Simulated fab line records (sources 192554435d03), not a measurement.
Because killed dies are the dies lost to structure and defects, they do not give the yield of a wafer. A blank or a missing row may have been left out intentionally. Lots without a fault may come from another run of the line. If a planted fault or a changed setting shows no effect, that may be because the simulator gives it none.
fab line records	flow n5-finfet
record: lots: 7	wafers: 39
route steps=1938 shown BEOL_M14@1716 MIM_BOT_LITHO@1860
start-h: hours from the record's first day to the start of the lot's first wafer shown	wait-h: hours elapsed since this lot's preceding step	" unchanged from the row above	L1.1+2: a single row standing in for several wafers	- no value, or no start given	* or withheld: withheld	< > ~ a bound
route shown NAME@n: a module of which the file shows steps, and the number in the route of the first	usual: average and standard deviation across the fault-free wafers	same: alike in all rows	chamber/n: place in a boat	sites: per-site readings	_std_site: standard deviation of those values	_edge_site: outer sites' mean less inner sites'	radius-mm: for every site, how far away it sits from the centre of the wafer	mask NAME#n: copy n	behind: the last tool/chamber to shape the wafer	hold: cause of the lot's hold/its duration in hours/its outcome	device: names the non-switching transistor (n, p or np)	end of line: the route-end tests of the same wafers	a step with no rows: only its recipe	killed: the dies lost at the first sort to structure and to defects; this is not the yield of the wafer	map: a wafer's dies, marking killed ones x, the rest . and places with no die _
set.NAME: the setting the step ran with; set.NAME@STEP: the setting that earlier step ran with	model.NAME: the simulator's own value behind a step, which no gauge read
lots where settings were altered on purpose, with a table for each step and a row for each wafer
== steps ==
step: N5_BEOL_M14_ILD_DEP_00
recipe: material: SiO2	target-thk-a: 11193	temp-c: 400	precursor: TEOS/O2	pressure-torr: 6.5	rf-w: 900	teos-flow-sccm: 161.4	gas: O2	flow-sccm: 2650	time-s: 237.4
lot.wafer	tool	chamber	start-h	wait-h	set.time-s	model.SiO2_of_BEOL_M14_ILD_DEP_00.thk-nm
L078.1	pecvd-02	2	281.52	0.0	237.4	1081
L078.2	"	0	"	"	289.3	1327
L078.3	"	1	"	"	237.4	1097
L078.4	"	1	"	"	237.4	1108
L078.5	"	2	"	"	289.3	1341
L078.6	"	0	"	"	289.3	1356
L084.1	pecvd-03	0	310.90	0.0	237.4	1081
L084.2	"	2	"	"	237.4	1101
L084.3	"	1	"	"	237.4	1094
L092.1	pecvd-04	1	343.87	0.0	316.7	1474
L092.2	"	0	"	"	237.4	1116
L092.3	"	2	"	"	237.4	1135
L092.4	"	1	"	"	316.7	1494
L092.5	"	0	"	"	316.7	1518
L092.6	"	2	"	"	237.4	1133
L089.1	pecvd-04	0	355.18	0.0	237.4	1116
L089.2	"	2	"	"	193.1	917.2
L089.3	"	1	"	"	237.4	1118
L089.4	"	1	"	"	193.1	923.4
L089.5	"	2	"	"	193.1	945.6
L089.6	"	0	"	"	237.4	1136
L093.1	pecvd-04	0	362.60	0.0	237.4	1115
L093.2	"	1	"	"	328.4	1523
L093.3	"	2	"	"	328.4	1547
L093.4	"	0	"	"	328.4	1563
L093.5	"	1	"	"	237.4	1129
L093.6	"	2	"	"	237.4	1149
L094.1	pecvd-02	1	379.87	0.0	237.4	1108
L094.2	"	0	"	"	237.4	1093
L094.3	"	2	"	"	237.4	1095
L094.4	"	0	"	"	237.4	1106
L094.5	"	1	"	"	237.4	1118
L094.6	"	2	"	"	237.4	1110
L095.1	pecvd-03	0	380.81	0.0	348.5	1591
L095.2	"	2	"	"	348.5	1616
L095.3	"	1	"	"	237.4	1093
L095.4	"	0	"	"	237.4	1090
L095.5	"	1	"	"	348.5	1623
L095.6	"	2	"	"	237.4	1124
step: N5_BEOL_M14_THK_MEAS_01
recipe: reads: SiO2_of_BEOL_M14_ILD_DEP_00
usual: M14_ILD_THK: 1112/16
lot.wafer	tool	chamber	start-h	wait-h	set.time-s@BEOL_M14_ILD_DEP_00	M14_ILD_THK[nm]
L078.1	film-metro-01	-	281.71	0.1	237.4	1081
L078.2	"	-	"	"	289.3	1327
L078.3	"	-	"	"	237.4	1097
L078.4	"	-	"	"	237.4	1108
L078.5	"	-	"	"	289.3	1340
L078.6	"	-	"	"	289.3	1355
L084.1	film-metro-01	-	311.09	0.1	237.4	1080
L084.2	"	-	"	"	237.4	1101
L084.3	"	-	"	"	237.4	1095
L092.1	film-metro-02	-	344.06	0.1	316.7	1474
L092.2	"	-	"	"	237.4	1116
L092.3	"	-	"	"	237.4	1135
L092.4	"	-	"	"	316.7	1493
L092.5	"	-	"	"	316.7	1517
L092.6	"	-	"	"	237.4	1134
L089.1	film-metro-01	-	355.37	0.1	237.4	1116
L089.2	"	-	"	"	193.1	917
L089.3	"	-	"	"	237.4	1119
L089.4	"	-	"	"	193.1	923
L089.5	"	-	"	"	193.1	945
L089.6	"	-	"	"	237.4	1137
L093.1	film-metro-01	-	362.79	0.1	237.4	1114
L093.2	"	-	"	"	328.4	1523
L093.3	"	-	"	"	328.4	1547
L093.4	"	-	"	"	328.4	1562
L093.5	"	-	"	"	237.4	1129
L093.6	"	-	"	"	237.4	1150
L094.1	film-metro-02	-	380.06	0.1	237.4	1108
L094.2	"	-	"	"	237.4	1093
L094.3	"	-	"	"	237.4	1094
L094.4	"	-	"	"	237.4	1106
L094.5	"	-	"	"	237.4	1118
L094.6	"	-	"	"	237.4	1111
L095.1	film-metro-02	-	381.00	0.1	348.5	1589
L095.2	"	-	"	"	348.5	1615
L095.3	"	-	"	"	237.4	1093
L095.4	"	-	"	"	237.4	1091
L095.5	"	-	"	"	348.5	1624
L095.6	"	-	"	"	237.4	1123
step: N5_BEOL_M14_COAT_58
recipe: resist: BARC	temp-c: 205	time-s: 60	spin-rpm: 1500	resist-thk-nm: 89
step: N5_BEOL_M14_COAT_04
recipe: spin-rpm: 1704	resist-thk-nm: 800
step: N5_BEOL_M14_DESCUM_15
recipe: chemistry: O2	time-s: 7.9	source-power-w: 50	bias-power-w: 20	pressure-mtorr: 20	rf-frequency-hz: 2.712e+07	temp-c: 40	o2-flow-sccm: 225
step: N5_BEOL_M14_ETCH_59
recipe: chemistry: N2/H2	target: BARC	target-depth-a: 890	overetch-a: 267	time-s: 67.9	ion-energy-ev: 200	pressure-mtorr: 30	source-w: 840	bias-w: 150	n2-flow-sccm: 200	h2-flow-sccm: 200
step: N5_BEOL_M14_VIA_ETCH_16
recipe: chemistry: C4F8/O2/Ar	target: SiO2	he-inner-torr: 15	he-outer-torr: 30	target-depth-a: 12313	time-s: withheld	ion-energy-ev: 800	pressure-mtorr: 20	source-w: 1905	bias-w: 2040	Ar_flow_sccm: 400	C4F8_flow_sccm: 16	O2_flow_sccm: 12	ends: cleared
lot.wafer	tool	chamber	start-h	wait-h	set.time-s@BEOL_M14_ILD_DEP_00	model.etch.depth-nm	model.coat_of_BEOL_M14_COAT_04.thk-nm
L078.1	rie-diel-04	0	282.27	0.0	*	1081	459.4
L078.2	"	3	"	"	*	1327	403.4
L078.3	"	1	"	"	*	1097	453.6
L078.4	"	2	"	"	*	1108	455.6
L078.5	"	1	"	"	*	1341	398.8
L078.6	"	0	"	"	*	1356	395.4
L084.1	rie-diel-02	2	311.84	0.0	*	1081	468
L084.2	"	0	"	"	*	1101	459
L084.3	"	1	"	"	*	1094	459.8
L092.1	rie-diel-03	2	344.74	0.0	*	1474	366.8
L092.2	"	1	"	"	*	1116	448.8
L092.3	"	0	"	"	*	1135	450.6
L092.4	"	3	"	"	*	1494	371.8
L092.5	"	3	"	"	*	1518	365.2
L092.6	"	0	"	"	*	1133	454.8
L089.1	rie-diel-02	2	355.85	0.0	*	1116	459.2
L089.2	"	3	"	"	*	917.1	507.4
L089.3	"	0	"	"	*	1118	456.4
L089.4	"	1	"	"	*	923.4	498.8
L089.5	"	3	"	"	*	945.6	500.4
L089.6	"	2	"	"	*	1136	453.4
L093.1	rie-diel-02	2	363.34	0.0	*	1115	456.6
L093.2	"	0	"	"	*	1523	358.2
L093.3	"	3	"	"	*	1547	359.8
L093.4	"	1	"	"	*	1563	345.4
L093.5	"	1	"	"	*	1129	448.4
L093.6	"	2	"	"	*	1149	448.2
L094.1	rie-diel-02	3	380.67	0.0	*	1108	458.4
L094.2	"	2	"	"	*	1093	461.4
L094.3	"	1	"	"	*	1095	455.6
L094.4	"	0	"	"	*	1106	454.2
L094.5	"	0	"	"	*	1118	452.2
L094.6	"	1	"	"	*	1110	451.8
L095.1	rie-diel-02	0	382.00	0.0	*	1591	342.4
L095.2	"	2	"	"	*	1616	338.2
L095.3	"	3	"	"	*	1093	463.2
L095.4	"	1	"	"	*	1090	458.6
L095.5	"	3	"	"	*	1623	343
L095.6	"	0	"	"	*	1124	454.2
step: N5_MIM_BOT_LITHO_DEVELOP_07
recipe: develop-time-s: 60	rinse-liquid: diw	dry: air-spin	dev-temp-c: 21
lot.wafer	tool	chamber	start-h	wait-h	set.develop-time-s
L078.1+2+3+4+5+6	litho-track-04	0	-	-	60
L084.1+2+3	litho-track-04	0	-	-	60
L092.1+2+3+4+5+6	litho-track-04	0	-	-	60
L089.1+4+5	litho-track-04	0	-	-	60
L089.2+3+6	"	0	"	"	38.85
L093.1+4+5	litho-track-04	0	-	-	60
L093.2+3+6	"	0	"	"	82.83
L094.1+2+4	litho-track-04	0	-	-	60
L094.3+5+6	"	0	"	"	93.23
L095.1+4+6	litho-track-02	0	-	-	60
L095.2+3+5	"	0	"	"	78.23
step: N5_MIM_BOT_LITHO_HARDBAKE_09
recipe: temp-c: 130	time-s: 120
step: N5_MIM_BOT_LITHO_CD_MEAS_08
recipe: target-cd-nm: 3000	landing-energy-ev: 500	detector: se-inlens	polarity: opening
usual: cd-nm: 3000.3/1.6
lot.wafer	tool	chamber	start-h	wait-h	set.develop-time-s@MIM_BOT_LITHO_DEVELOP_07	cd-nm
L078.1	cd-sem-03	0	300.75	-	60	3000.0
L078.2	"	0	"	"	60	3000.6
L078.3	"	0	"	"	60	3000.4
L078.4	"	0	"	"	60	2999.7
L078.5	"	0	"	"	60	3001.9
L078.6	"	0	"	"	60	2999.3
L084.1	cd-sem-02	0	338.37	-	60	3000.8
L084.2	"	0	"	"	60	3000.6
L084.3	"	0	"	"	60	3000.4
L092.1	cd-sem-01	0	361.83	-	60	2998.3
L092.2	"	0	"	"	60	2999.5
L092.3	"	0	"	"	60	2999.7
L092.4	"	0	"	"	60	2999.5
L092.5	"	0	"	"	60	3000.6
L092.6	"	0	"	"	60	2998.8
L089.1	cd-sem-03	0	375.57	-	60	3001.5
L089.2	"	0	"	"	38.85	2993.2
L089.3	"	0	"	"	38.85	2992.1
L089.4	"	0	"	"	60	3002.9
L089.5	"	0	"	"	60	3001.2
L089.6	"	0	"	"	38.85	2995.1
L093.1	cd-sem-03	0	383.65	-	60	3002.0
L093.2	"	0	"	"	82.83	3008.9
L093.3	"	0	"	"	82.83	3005.1
L093.4	"	0	"	"	60	3003.3
L093.5	"	0	"	"	60	3002.1
L093.6	"	0	"	"	82.83	3005.8
L094.1	cd-sem-01	0	394.68	-	60	3000.1
L094.2	"	0	"	"	60	3003.3
L094.3	"	0	"	"	93.23	3010.4
L094.4	"	0	"	"	60	2997.7
L094.5	"	0	"	"	93.23	3006.6
L094.6	"	0	"	"	93.23	3009.4
L095.1	cd-sem-02	0	400.15	-	60	2999.6
L095.2	"	0	"	"	78.23	3005.6
L095.3	"	0	"	"	78.23	3004.6
L095.4	"	0	"	"	60	3003.0
L095.5	"	0	"	"	78.23	3007.2
L095.6	"	0	"	"	60	3002.1
== key ==
split: step: N5_BEOL_M14_ILD_DEP_00	setting: time-s	stated: 237.4	by: wafer
response: step: N5_BEOL_M14_ILD_DEP_00	reading: model.SiO2_of_BEOL_M14_ILD_DEP_00.thk-nm	change: +10.9	per: 1%	r: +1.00
response: step: N5_BEOL_M14_THK_MEAS_01	reading: M14_ILD_THK	change: +10.9	per: 1%	r: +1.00
response: step: N5_BEOL_M14_VIA_ETCH_16	reading: model.etch.depth-nm	change: +10.9	per: 1%	r: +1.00
response: step: N5_BEOL_M14_VIA_ETCH_16	reading: model.coat_of_BEOL_M14_COAT_04.thk-nm	change: -2.52	per: 1%	r: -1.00
split: step: N5_MIM_BOT_LITHO_DEVELOP_07	setting: develop-time-s	stated: 60	by: wafer
response: step: N5_MIM_BOT_LITHO_CD_MEAS_08	reading: cd-nm	change: +0.157	per: 1%	r: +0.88
